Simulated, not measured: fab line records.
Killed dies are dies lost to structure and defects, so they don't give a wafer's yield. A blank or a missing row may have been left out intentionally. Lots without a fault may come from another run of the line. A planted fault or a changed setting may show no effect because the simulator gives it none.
Matching of chambers | flow n5-finfet | rie-si-01 running N5_STI_FIN_REVEAL_ETCH_34: 4 sister chambers
The step etches Si in H2, material Si, target depth 0.97 nm. 4 wafers are shown with their chamber, then 10 later ones without.

WAFERS, EACH WITH ITS CHAMBER
wafer  | chamber | drypump-motor-current-A (A)
L082.6 | 1       | 6.6
L086.2 | 0       | 5.5
L087.1 | 3       | 6.2
L087.2 | 2       | 5.2

WAFERS WHOSE CHAMBER IS MISSING
wafer  | drypump-motor-current-A (A)
L087.3 | 6.6
L089.1 | 6.3
L089.3 | 5.5
L089.6 | 5.1
L093.3 | 6.6
L093.4 | 6.3
L093.6 | 5.2
L094.1 | 5.5
L094.4 | 5.1
L094.6 | 5.2

WHICH CHAMBER EACH WENT THROUGH
wafer  | from the rows above | in truth
L087.3 | 1                   | 1
L089.1 | 3                   | 3
L089.3 | 0                   | 0
L089.6 | 2                   | 2
L093.3 | 1                   | 1
L093.4 | 3                   | 3
L093.6 | 2                   | 2
L094.1 | 0                   | 0
L094.4 | 2                   | 2
L094.6 | 2                   | 2
Correctly placed: 10 of 10. Not placeable from these rows: 0. 0 placed wrongly.
How it was worked out, from the rows above alone: a wafer's distance from a chamber is the root of the sum, over the readings, of the square of ((its reading less the chamber's mean) divided by the reading's scatter). The wafer belongs to the nearest chamber; if the next one is less than 2 further off, it can't be placed. Each chamber's mean is taken over the wafers shown for it. The scatter (one wafer shown for each chamber): square how far every hidden wafer sits from the nearest shown wafer, average those squares and take the square root.
